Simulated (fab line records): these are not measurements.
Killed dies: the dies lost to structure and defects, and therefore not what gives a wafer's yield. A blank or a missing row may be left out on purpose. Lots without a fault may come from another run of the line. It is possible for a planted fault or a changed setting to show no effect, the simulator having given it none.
fab line records :: flow n5Finfet
record:
  lots: 7
  wafers: 39
route steps=1938 shown WELL_APT@33 DUMMY_GATE@228 GATE_CUT@510 MOL_CONTACT_COAG@608
startH: start of the lot's first displayed wafer, in hours after the record's first day :: waitH: hours from the lot's prior step to this one :: " repeats the value in the row above :: L1.1+2: one row covering several wafers at once :: - no value, or no start was given :: * or withheld: withheld :: < > ~ a bound
route shown NAME@n: a module of which the file shows steps, and the number in the route of the first :: usual: average and standard deviation across the fault-free wafers :: same: alike in all rows :: chamber/n: place in a boat :: sites: each site's reading :: _std_site: standard deviation of those values :: _edge_site: outer sites' mean less inner sites' :: radiusMm: how far each site lies from the wafer's centre :: mask NAME#n: copy n :: behind: the last tool/chamber to shape the wafer :: hold: the reason the lot was held/the length of the hold in hours/how it ended :: device: the transistor (n, p or np) that didn't switch :: end of line: at the end of the route, the tests of the same wafers :: a step with no rows: only its recipe :: killed: dies lost to structure and defects at the first sort, not the wafer's yield :: map: per-die view of a wafer (x killed, . not killed, _ where there is no die)
set.NAME: setting as actually run; set.NAME@STEP: the setting as run at that earlier step :: model.NAME: the simulator's own value behind a step, which no gauge read
lots where settings were altered on purpose, with a table for each step and a row for each wafer
== steps ==
step: N5_WELL_APT_IMPLANT_15
recipe:
  species: As
  energyKev: 25
  doseCm2: 1.5e+13
  tiltDeg: 0
  rotationDeg: 0
lot.wafer: L074.1+2+3+4+5+6
tool: implanter-02
chamber: 0
startH: 14.22
waitH: 0.1
set.energyKev: 25
model.implant.rpNm: 18.32
model.implant.drpNm: 8.457

lot.wafer: L075.2+5+6
tool: implanter-01
chamber: 0
startH: 20.08
waitH: 0.1
set.energyKev: 25
model.implant.rpNm: 18.68
model.implant.drpNm: 8.457

lot.wafer: L085.1+5+6
tool: implanter-01
chamber: 0
startH: 79.97
waitH: 0.1
set.energyKev: 22.63
model.implant.rpNm: 18.09
model.implant.drpNm: 7.884

lot.wafer: L085.2+3+4
tool: implanter-01
chamber: 0
startH: 79.97
waitH: 0.1
set.energyKev: 25
model.implant.rpNm: 19.48
model.implant.drpNm: 8.457

lot.wafer: L086.1+4+6
tool: implanter-01
chamber: 0
startH: 86.05
waitH: 0.1
set.energyKev: 25
model.implant.rpNm: 18.34
model.implant.drpNm: 8.457

lot.wafer: L086.2+3+5
tool: implanter-01
chamber: 0
startH: 86.05
waitH: 0.1
set.energyKev: 22.88
model.implant.rpNm: 17.17
model.implant.drpNm: 7.945

lot.wafer: L088.1+2+6
tool: implanter-02
chamber: 0
startH: 98.42
waitH: 0.1
set.energyKev: 21.21
model.implant.rpNm: 16.18
model.implant.drpNm: 7.535

lot.wafer: L088.3+4+5
tool: implanter-02
chamber: 0
startH: 98.42
waitH: 0.1
set.energyKev: 25
model.implant.rpNm: 18.27
model.implant.drpNm: 8.457

lot.wafer: L096.1+2+4
tool: implanter-02
chamber: 0
startH: 146.06
waitH: 0.1
set.energyKev: 22.97
model.implant.rpNm: 18.2
model.implant.drpNm: 7.967

lot.wafer: L096.3+5+6
tool: implanter-02
chamber: 0
startH: 146.06
waitH: 0.1
set.energyKev: 25
model.implant.rpNm: 19.38
model.implant.drpNm: 8.457

lot.wafer: L097.1+3+6
tool: implanter-01
chamber: 0
startH: 152.78
waitH: 0.1
set.energyKev: 27.5
model.implant.rpNm: 20.07
model.implant.drpNm: 9.053

lot.wafer: L097.2+4+5
tool: implanter-01
chamber: 0
startH: 152.78
waitH: 0.1
set.energyKev: 25
model.implant.rpNm: 18.69
model.implant.drpNm: 8.457
step: N5_DUMMY_GATE_EXPOSE_12
recipe:
  maskId: GATE
  na: 0.33
  sourceShape: annular
  sigmaInner: 0.2
  sigmaOuter: 0.6
  polarization: unpolarized
  targetCdNm: 25
  doseMj: 34
lot.wafer: L074.1+4+6
tool: euvScanner-02
chamber: 0
startH: 51.57
waitH: -
mask: GATE#0
set.doseMj: 33.17

lot.wafer: L074.2+3+5
tool: euvScanner-02
chamber: 0
startH: 51.57
waitH: -
mask: GATE#0
set.doseMj: 34

lot.wafer: L075.2+5+6
tool: euvScanner-01
chamber: 0
startH: 54.02
waitH: -
mask: GATE#0
set.doseMj: 34

lot.wafer: L085.1+2+6
tool: euvScanner-02
chamber: 0
startH: 130.79
waitH: -
mask: GATE#0
set.doseMj: 34

lot.wafer: L085.3+4+5
tool: euvScanner-02
chamber: 0
startH: 130.79
waitH: -
mask: GATE#0
set.doseMj: 36.7

lot.wafer: L086.1+2+6
tool: euvScanner-02
chamber: 0
startH: 136.63
waitH: -
mask: GATE#0
set.doseMj: 34

lot.wafer: L086.3+4+5
tool: euvScanner-02
chamber: 0
startH: 136.63
waitH: -
mask: GATE#0
set.doseMj: 35.69

lot.wafer: L088.1+2+5
tool: euvScanner-02
chamber: 0
startH: 142.82
waitH: -
mask: GATE#0
set.doseMj: 31.49

lot.wafer: L088.3+4+6
tool: euvScanner-02
chamber: 0
startH: 142.82
waitH: -
mask: GATE#0
set.doseMj: 34

lot.wafer: L096.1+2+3+4+5+6
tool: euvScanner-02
chamber: 0
startH: 176.86
waitH: -
mask: GATE#0
set.doseMj: 34

lot.wafer: L097.1+2+3+4+5+6
tool: euvScanner-01
chamber: 0
startH: 185.79
waitH: -
mask: GATE#0
set.doseMj: 34
step: N5_DUMMY_GATE_PEB_13
recipe:
  pebTempC: 100
  pebTimeS: 60
  resist: CAR-EUV
step: N5_DUMMY_GATE_DEVELOP_14
recipe:
  developTimeS: 30
  developer: TMAH
  resist: CAR-EUV
  rinseLiquid: surfactantRinse
  dry: airSpin
  devTempC: 23
step: N5_DUMMY_GATE_CD_MEAS_15
recipe:
  targetCdNm: 25.8
  landingEnergyEv: 500
  detector: seInlens
usual:
  cdNm: 24.95/0.25
lot.wafer: L074.1
tool: cdSem-03
chamber: 0
startH: 51.70
waitH: -
set.doseMj@DUMMY_GATE_EXPOSE_12: 33.17
cdNm: 25.61

lot.wafer: L074.2
tool: cdSem-03
chamber: 0
startH: 51.70
waitH: -
set.doseMj@DUMMY_GATE_EXPOSE_12: 34
cdNm: 25.13

lot.wafer: L074.3
tool: cdSem-03
chamber: 0
startH: 51.70
waitH: -
set.doseMj@DUMMY_GATE_EXPOSE_12: 34
cdNm: 25.02

lot.wafer: L074.4
tool: cdSem-03
chamber: 0
startH: 51.70
waitH: -
set.doseMj@DUMMY_GATE_EXPOSE_12: 33.17
cdNm: 25.36

lot.wafer: L074.5
tool: cdSem-03
chamber: 0
startH: 51.70
waitH: -
set.doseMj@DUMMY_GATE_EXPOSE_12: 34
cdNm: 25.17

lot.wafer: L074.6
tool: cdSem-03
chamber: 0
startH: 51.70
waitH: -
set.doseMj@DUMMY_GATE_EXPOSE_12: 33.17
cdNm: 25.28

lot.wafer: L075.2
tool: cdSem-02
chamber: 0
startH: 54.14
waitH: -
set.doseMj@DUMMY_GATE_EXPOSE_12: 34
cdNm: 24.63

lot.wafer: L075.5
tool: cdSem-02
chamber: 0
startH: 54.14
waitH: -
set.doseMj@DUMMY_GATE_EXPOSE_12: 34
cdNm: 25.68

lot.wafer: L075.6
tool: cdSem-02
chamber: 0
startH: 54.14
waitH: -
set.doseMj@DUMMY_GATE_EXPOSE_12: 34
cdNm: 24.57

lot.wafer: L085.1
tool: cdSem-01
chamber: 0
startH: 130.91
waitH: -
set.doseMj@DUMMY_GATE_EXPOSE_12: 34
cdNm: 25.11

lot.wafer: L085.2
tool: cdSem-01
chamber: 0
startH: 130.91
waitH: -
set.doseMj@DUMMY_GATE_EXPOSE_12: 34
cdNm: 25.28

lot.wafer: L085.3
tool: cdSem-01
chamber: 0
startH: 130.91
waitH: -
set.doseMj@DUMMY_GATE_EXPOSE_12: 36.7
cdNm: 23.70

lot.wafer: L085.4
tool: cdSem-01
chamber: 0
startH: 130.91
waitH: -
set.doseMj@DUMMY_GATE_EXPOSE_12: 36.7
cdNm: 23.26

lot.wafer: L085.5
tool: cdSem-01
chamber: 0
startH: 130.91
waitH: -
set.doseMj@DUMMY_GATE_EXPOSE_12: 36.7
cdNm: 23.36

lot.wafer: L085.6
tool: cdSem-01
chamber: 0
startH: 130.91
waitH: -
set.doseMj@DUMMY_GATE_EXPOSE_12: 34
cdNm: 24.84

lot.wafer: L086.1
tool: cdSem-01
chamber: 0
startH: 136.76
waitH: -
set.doseMj@DUMMY_GATE_EXPOSE_12: 34
cdNm: 24.55

lot.wafer: L086.2
tool: cdSem-01
chamber: 0
startH: 136.76
waitH: -
set.doseMj@DUMMY_GATE_EXPOSE_12: 34
cdNm: 24.88

lot.wafer: L086.3
tool: cdSem-01
chamber: 0
startH: 136.76
waitH: -
set.doseMj@DUMMY_GATE_EXPOSE_12: 35.69
cdNm: 23.80

lot.wafer: L086.4
tool: cdSem-01
chamber: 0
startH: 136.76
waitH: -
set.doseMj@DUMMY_GATE_EXPOSE_12: 35.69
cdNm: 23.87

lot.wafer: L086.5
tool: cdSem-01
chamber: 0
startH: 136.76
waitH: -
set.doseMj@DUMMY_GATE_EXPOSE_12: 35.69
cdNm: 24.06

lot.wafer: L086.6
tool: cdSem-01
chamber: 0
startH: 136.76
waitH: -
set.doseMj@DUMMY_GATE_EXPOSE_12: 34
cdNm: 25.17

lot.wafer: L088.1
tool: cdSem-01
chamber: 0
startH: 142.95
waitH: -
set.doseMj@DUMMY_GATE_EXPOSE_12: 31.49
cdNm: 26.67

lot.wafer: L088.2
tool: cdSem-01
chamber: 0
startH: 142.95
waitH: -
set.doseMj@DUMMY_GATE_EXPOSE_12: 31.49
cdNm: 26.53

lot.wafer: L088.3
tool: cdSem-01
chamber: 0
startH: 142.95
waitH: -
set.doseMj@DUMMY_GATE_EXPOSE_12: 34
cdNm: 25.24

lot.wafer: L088.4
tool: cdSem-01
chamber: 0
startH: 142.95
waitH: -
set.doseMj@DUMMY_GATE_EXPOSE_12: 34
cdNm: 24.79

lot.wafer: L088.5
tool: cdSem-01
chamber: 0
startH: 142.95
waitH: -
set.doseMj@DUMMY_GATE_EXPOSE_12: 31.49
cdNm: 26.53

lot.wafer: L088.6
tool: cdSem-01
chamber: 0
startH: 142.95
waitH: -
set.doseMj@DUMMY_GATE_EXPOSE_12: 34
cdNm: 25.04

lot.wafer: L096.1
tool: cdSem-03
chamber: 0
startH: 176.99
waitH: -
set.doseMj@DUMMY_GATE_EXPOSE_12: 34
cdNm: 24.75

lot.wafer: L096.2
tool: cdSem-03
chamber: 0
startH: 176.99
waitH: -
set.doseMj@DUMMY_GATE_EXPOSE_12: 34
cdNm: 24.80

lot.wafer: L096.3
tool: cdSem-03
chamber: 0
startH: 176.99
waitH: -
set.doseMj@DUMMY_GATE_EXPOSE_12: 34
cdNm: 25.32

lot.wafer: L096.4
tool: cdSem-03
chamber: 0
startH: 176.99
waitH: -
set.doseMj@DUMMY_GATE_EXPOSE_12: 34
cdNm: 24.98

lot.wafer: L096.5
tool: cdSem-03
chamber: 0
startH: 176.99
waitH: -
set.doseMj@DUMMY_GATE_EXPOSE_12: 34
cdNm: 24.59

lot.wafer: L096.6
tool: cdSem-03
chamber: 0
startH: 176.99
waitH: -
set.doseMj@DUMMY_GATE_EXPOSE_12: 34
cdNm: 24.74

lot.wafer: L097.1
tool: cdSem-01
chamber: 0
startH: 185.92
waitH: -
set.doseMj@DUMMY_GATE_EXPOSE_12: 34
cdNm: 24.79

lot.wafer: L097.2
tool: cdSem-01
chamber: 0
startH: 185.92
waitH: -
set.doseMj@DUMMY_GATE_EXPOSE_12: 34
cdNm: 25.05

lot.wafer: L097.3
tool: cdSem-01
chamber: 0
startH: 185.92
waitH: -
set.doseMj@DUMMY_GATE_EXPOSE_12: 34
cdNm: 24.63

lot.wafer: L097.4
tool: cdSem-01
chamber: 0
startH: 185.92
waitH: -
set.doseMj@DUMMY_GATE_EXPOSE_12: 34
cdNm: 24.34

lot.wafer: L097.5
tool: cdSem-01
chamber: 0
startH: 185.92
waitH: -
set.doseMj@DUMMY_GATE_EXPOSE_12: 34
cdNm: 24.59

lot.wafer: L097.6
tool: cdSem-01
chamber: 0
startH: 185.92
waitH: -
set.doseMj@DUMMY_GATE_EXPOSE_12: 34
cdNm: 24.90
step: N5_DUMMY_GATE_ETCH_37
recipe:
  chemistry: N2/H2
  target: SOC
  targetDepthA: 600
  overetchA: 300
  tempC: 40
  ionEnergyEv: 200
  pressureMtorr: 30
  sourceW: 840
  biasW: 150
  n2FlowSccm: 200
  h2FlowSccm: 200
usual:
  rfVppV: 524.7/1.8
lot.wafer: L074.1
tool: rieDiel-02
chamber: 3
startH: 51.97
waitH: 0.0
set.sourceW: 840
rfVppV: 523.5

lot.wafer: L074.2
tool: rieDiel-02
chamber: 2
startH: 51.97
waitH: 0.0
set.sourceW: 840
rfVppV: 526.8

lot.wafer: L074.3
tool: rieDiel-02
chamber: 1
startH: 51.97
waitH: 0.0
set.sourceW: 840
rfVppV: 524.7

lot.wafer: L074.4
tool: rieDiel-02
chamber: 1
startH: 51.97
waitH: 0.0
set.sourceW: 840
rfVppV: 524.1

lot.wafer: L074.5
tool: rieDiel-02
chamber: 2
startH: 51.97
waitH: 0.0
set.sourceW: 840
rfVppV: 527.4

lot.wafer: L074.6
tool: rieDiel-02
chamber: 3
startH: 51.97
waitH: 0.0
set.sourceW: 840
rfVppV: 523.6

lot.wafer: L075.2
tool: rieDiel-02
chamber: 1
startH: 54.42
waitH: 0.0
set.sourceW: 840
rfVppV: 523.0

lot.wafer: L075.5
tool: rieDiel-02
chamber: 3
startH: 54.42
waitH: 0.0
set.sourceW: 840
rfVppV: 523.8

lot.wafer: L075.6
tool: rieDiel-02
chamber: 2
startH: 54.42
waitH: 0.0
set.sourceW: 840
rfVppV: 525.8

lot.wafer: L085.1
tool: rieDiel-01
chamber: 3
startH: 131.19
waitH: 0.0
set.sourceW: 840
rfVppV: 522.9

lot.wafer: L085.2
tool: rieDiel-01
chamber: 1
startH: 131.19
waitH: 0.0
set.sourceW: 687.7
rfVppV: 563.3

lot.wafer: L085.3
tool: rieDiel-01
chamber: 2
startH: 131.19
waitH: 0.0
set.sourceW: 840
rfVppV: 523.5

lot.wafer: L085.4
tool: rieDiel-01
chamber: 0
startH: 131.19
waitH: 0.0
set.sourceW: 687.7
rfVppV: 560.7

lot.wafer: L085.5
tool: rieDiel-01
chamber: 0
startH: 131.19
waitH: 0.0
set.sourceW: 840
rfVppV: 524.4

lot.wafer: L085.6
tool: rieDiel-01
chamber: 1
startH: 131.19
waitH: 0.0
set.sourceW: 687.7
rfVppV: 561.9

lot.wafer: L086.1
tool: rieDiel-02
chamber: 2
startH: 137.06
waitH: 0.0
set.sourceW: 840
rfVppV: 527.6

lot.wafer: L086.2
tool: rieDiel-02
chamber: 3
startH: 137.06
waitH: 0.0
set.sourceW: 840
rfVppV: 524.2

lot.wafer: L086.3
tool: rieDiel-02
chamber: 0
startH: 137.06
waitH: 0.0
set.sourceW: 840
rfVppV: 525.4

lot.wafer: L086.4
tool: rieDiel-02
chamber: 1
startH: 137.06
waitH: 0.0
set.sourceW: 934.5
rfVppV: 505.3

lot.wafer: L086.5
tool: rieDiel-02
chamber: 0
startH: 137.06
waitH: 0.0
set.sourceW: 934.5
rfVppV: 505.8

lot.wafer: L086.6
tool: rieDiel-02
chamber: 3
startH: 137.06
waitH: 0.0
set.sourceW: 934.5
rfVppV: 504.8

lot.wafer: L088.1
tool: rieDiel-01
chamber: 2
startH: 143.23
waitH: 0.0
set.sourceW: 840
rfVppV: 523.4

lot.wafer: L088.2
tool: rieDiel-01
chamber: 0
startH: 143.23
waitH: 0.0
set.sourceW: 840
rfVppV: 526.1

lot.wafer: L088.3
tool: rieDiel-01
chamber: 1
startH: 143.23
waitH: 0.0
set.sourceW: 840
rfVppV: 527.6

lot.wafer: L088.4
tool: rieDiel-01
chamber: 0
startH: 143.23
waitH: 0.0
set.sourceW: 900.2
rfVppV: 511.9

lot.wafer: L088.5
tool: rieDiel-01
chamber: 1
startH: 143.23
waitH: 0.0
set.sourceW: 900.2
rfVppV: 514.3

lot.wafer: L088.6
tool: rieDiel-01
chamber: 2
startH: 143.23
waitH: 0.0
set.sourceW: 900.2
rfVppV: 512.1

lot.wafer: L096.1
tool: rieDiel-01
chamber: 1
startH: 177.26
waitH: 0.0
set.sourceW: 742.2
rfVppV: 550.0

lot.wafer: L096.2
tool: rieDiel-01
chamber: 3
startH: 177.26
waitH: 0.0
set.sourceW: 840
rfVppV: 522.4

lot.wafer: L096.3
tool: rieDiel-01
chamber: 0
startH: 177.26
waitH: 0.0
set.sourceW: 742.2
rfVppV: 547.9

lot.wafer: L096.4
tool: rieDiel-01
chamber: 2
startH: 177.26
waitH: 0.0
set.sourceW: 840
rfVppV: 524.0

lot.wafer: L096.5
tool: rieDiel-01
chamber: 0
startH: 177.26
waitH: 0.0
set.sourceW: 840
rfVppV: 524.4

lot.wafer: L096.6
tool: rieDiel-01
chamber: 3
startH: 177.26
waitH: 0.0
set.sourceW: 742.2
rfVppV: 545.0

lot.wafer: L097.1
tool: rieDiel-06
chamber: 3
startH: 186.20
waitH: 0.0
set.sourceW: 840
rfVppV: 520.1

lot.wafer: L097.2
tool: rieDiel-06
chamber: 1
startH: 186.20
waitH: 0.0
set.sourceW: 840
rfVppV: 527.0

lot.wafer: L097.3
tool: rieDiel-06
chamber: 2
startH: 186.20
waitH: 0.0
set.sourceW: 840
rfVppV: 524.6

lot.wafer: L097.4
tool: rieDiel-06
chamber: 0
startH: 186.20
waitH: 0.0
set.sourceW: 840
rfVppV: 526.7

lot.wafer: L097.5
tool: rieDiel-06
chamber: 3
startH: 186.20
waitH: 0.0
set.sourceW: 840
rfVppV: 520.7

lot.wafer: L097.6
tool: rieDiel-06
chamber: 0
startH: 186.20
waitH: 0.0
set.sourceW: 840
rfVppV: 524.9
step: N5_GATE_CUT_ALD_22
recipe:
  material: SiNx
  targetThkA: 160
  tempC: 400
  aldPrecursorFamily: SiH2I2
  aldCoReactant: N2/H2-plasma
  pulseTimeS: 1
  aldCycles: 320
  purgeTimeS: 2
  coReactantPurgeTimeS: 2
  pressureTorr: 2
lot.wafer: L075.2+6
tool: aldSin-02
chamber: 2
startH: 96.77
waitH: 4.3
set.aldCycles: 320
model.SiNx_of_GATE_CUT_ALD_22.thkNm: 15.8

lot.wafer: L075.5
tool: aldSin-02
chamber: 1
startH: 96.77
waitH: 4.3
set.aldCycles: 320
model.SiNx_of_GATE_CUT_ALD_22.thkNm: 16

lot.wafer: L074.1+2+4
tool: aldSin-04
chamber: 2,3,0
startH: 101.29
waitH: 4.7
set.aldCycles: 294
model.SiNx_of_GATE_CUT_ALD_22.thkNm: 14.6

lot.wafer: L074.3+5+6
tool: aldSin-04
chamber: 1,2,1
startH: 101.29
waitH: 4.7
set.aldCycles: 320
model.SiNx_of_GATE_CUT_ALD_22.thkNm: 16

lot.wafer: L085.1
tool: aldSin-03
chamber: 1
startH: 171.81
waitH: 1.6
set.aldCycles: 320
model.SiNx_of_GATE_CUT_ALD_22.thkNm: 16

lot.wafer: L085.2+4+5
tool: aldSin-03
chamber: 3,0,3
startH: 171.81
waitH: 1.6
set.aldCycles: 274
model.SiNx_of_GATE_CUT_ALD_22.thkNm: 13.8

lot.wafer: L085.3+6
tool: aldSin-03
chamber: 2,0
startH: 171.81
waitH: 1.6
set.aldCycles: 320
model.SiNx_of_GATE_CUT_ALD_22.thkNm: 16.2

lot.wafer: L086.1+4+5
tool: aldSin-03
chamber: 3,2,1
startH: 173.59
waitH: 0.0
set.aldCycles: 350
model.SiNx_of_GATE_CUT_ALD_22.thkNm: 17.6

lot.wafer: L086.2+3+6
tool: aldSin-03
chamber: 1,0,2
startH: 173.59
waitH: 0.0
set.aldCycles: 320
model.SiNx_of_GATE_CUT_ALD_22.thkNm: 16

lot.wafer: L088.1+3+4+5+6
tool: aldSin-02
chamber: 1,3,2,0,1
startH: 183.69
waitH: 1.1
set.aldCycles: 320
model.SiNx_of_GATE_CUT_ALD_22.thkNm: 16

lot.wafer: L088.2
tool: aldSin-02
chamber: 0
startH: 183.69
waitH: 1.1
set.aldCycles: 320
model.SiNx_of_GATE_CUT_ALD_22.thkNm: 15.8

lot.wafer: L096.1+2+4+5+6
tool: aldSin-03
chamber: 2,3,0,2,1
startH: 217.86
waitH: 0.5
set.aldCycles: 320
model.SiNx_of_GATE_CUT_ALD_22.thkNm: 16

lot.wafer: L096.3
tool: aldSin-03
chamber: 1
startH: 217.86
waitH: 0.5
set.aldCycles: 320
model.SiNx_of_GATE_CUT_ALD_22.thkNm: 15.8

lot.wafer: L097.1+2
tool: aldSin-03
chamber: 0,1
startH: 227.32
waitH: 0.0
set.aldCycles: 341
model.SiNx_of_GATE_CUT_ALD_22.thkNm: 17

lot.wafer: L097.3+4+5
tool: aldSin-03
chamber: 3,2,0
startH: 227.32
waitH: 0.0
set.aldCycles: 320
model.SiNx_of_GATE_CUT_ALD_22.thkNm: 16

lot.wafer: L097.6
tool: aldSin-03
chamber: 1
startH: 227.32
waitH: 0.0
set.aldCycles: 341
model.SiNx_of_GATE_CUT_ALD_22.thkNm: 17.2
step: N5_MOL_CONTACT_COAG_ALD_133
recipe:
  material: SiO2
  targetThkA: 50
  tempC: 100
  aldPrecursorFamily: BDEAS
  aldCoReactant: O2-plasma
  pulseTimeS: 1
  coReactantPulseTimeS: 1
  purgeTimeS: 2
  coReactantPurgeTimeS: 2
  aldCycles: 35
  pressureTorr: 2
lot.wafer: L075.2+5+6
tool: aldSin-03
chamber: 2,1,2
startH: 112.34
waitH: 1.0
set.aldCycles: 35
model.SiO2_of_MOL_CONTACT_COAG_ALD_133.thkNm: 5

lot.wafer: L074.1+2+3+4+5+6
tool: aldSin-02
chamber: 1,3,2,1,3,2
startH: 116.09
waitH: 0.1
set.aldCycles: 35
model.SiO2_of_MOL_CONTACT_COAG_ALD_133.thkNm: 5

lot.wafer: L085.1+2+6
tool: aldSin-02
chamber: 3,2,0
startH: 189.42
waitH: 0.2
set.aldCycles: 37
model.SiO2_of_MOL_CONTACT_COAG_ALD_133.thkNm: 5.2

lot.wafer: L085.3+4+5
tool: aldSin-02
chamber: 1,0,3
startH: 189.42
waitH: 0.2
set.aldCycles: 35
model.SiO2_of_MOL_CONTACT_COAG_ALD_133.thkNm: 5

lot.wafer: L086.1+3+6
tool: aldSin-03
chamber: 2,1,2
startH: 189.98
waitH: 0.2
set.aldCycles: 35
model.SiO2_of_MOL_CONTACT_COAG_ALD_133.thkNm: 5

lot.wafer: L086.2+4+5
tool: aldSin-03
chamber: 3,0,1
startH: 189.98
waitH: 0.2
set.aldCycles: 38
model.SiO2_of_MOL_CONTACT_COAG_ALD_133.thkNm: 5.4

lot.wafer: L088.1+3+4
tool: aldSin-03
chamber: 3,0,1
startH: 205.48
waitH: 0.4
set.aldCycles: 35
model.SiO2_of_MOL_CONTACT_COAG_ALD_133.thkNm: 5

lot.wafer: L088.2+5+6
tool: aldSin-03
chamber: 2,2,3
startH: 205.48
waitH: 0.4
set.aldCycles: 32
model.SiO2_of_MOL_CONTACT_COAG_ALD_133.thkNm: 4.6

lot.wafer: L096.1+2+6
tool: aldSin-01
chamber: 0,3,3
startH: 233.26
waitH: 0.1
set.aldCycles: 32
model.SiO2_of_MOL_CONTACT_COAG_ALD_133.thkNm: 4.6

lot.wafer: L096.3+4+5
tool: aldSin-01
chamber: 2,1,2
startH: 233.26
waitH: 0.1
set.aldCycles: 35
model.SiO2_of_MOL_CONTACT_COAG_ALD_133.thkNm: 5

lot.wafer: L097.1+4+5
tool: aldSin-02
chamber: 0,3,2
startH: 241.76
waitH: 0.3
set.aldCycles: 35
model.SiO2_of_MOL_CONTACT_COAG_ALD_133.thkNm: 5

lot.wafer: L097.2+3+6
tool: aldSin-02
chamber: 2,1,3
startH: 241.76
waitH: 0.3
set.aldCycles: 29
model.SiO2_of_MOL_CONTACT_COAG_ALD_133.thkNm: 4.2
== key ==
split:
  step: N5_WELL_APT_IMPLANT_15
  setting: energyKev
  stated: 25
  by: wafer
response:
  step: N5_WELL_APT_IMPLANT_15
  reading: model.implant.rpNm
  change: +0.14
  per: 1%
  r: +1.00
response:
  step: N5_WELL_APT_IMPLANT_15
  reading: model.implant.drpNm
  change: +0.0604
  per: 1%
  r: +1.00
split:
  step: N5_DUMMY_GATE_EXPOSE_12
  setting: doseMj
  stated: 34
  by: wafer
response:
  step: N5_DUMMY_GATE_CD_MEAS_15
  reading: cdNm
  change: -0.202
  per: 1%
  r: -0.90
split:
  step: N5_DUMMY_GATE_ETCH_37
  setting: sourceW
  stated: 840
  by: wafer
response:
  step: N5_DUMMY_GATE_ETCH_37
  reading: rfVppV
  change: -2.02
  per: 1%
  r: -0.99
split:
  step: N5_GATE_CUT_ALD_22
  setting: aldCycles
  stated: 320
  by: wafer
response:
  step: N5_GATE_CUT_ALD_22
  reading: model.SiNx_of_GATE_CUT_ALD_22.thkNm
  change: +0.166
  per: 1%
  r: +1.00
split:
  step: N5_MOL_CONTACT_COAG_ALD_133
  setting: aldCycles
  stated: 35
  by: wafer
response:
  step: N5_MOL_CONTACT_COAG_ALD_133
  reading: model.SiO2_of_MOL_CONTACT_COAG_ALD_133.thkNm
  change: +0.046
  per: 1%
  r: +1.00
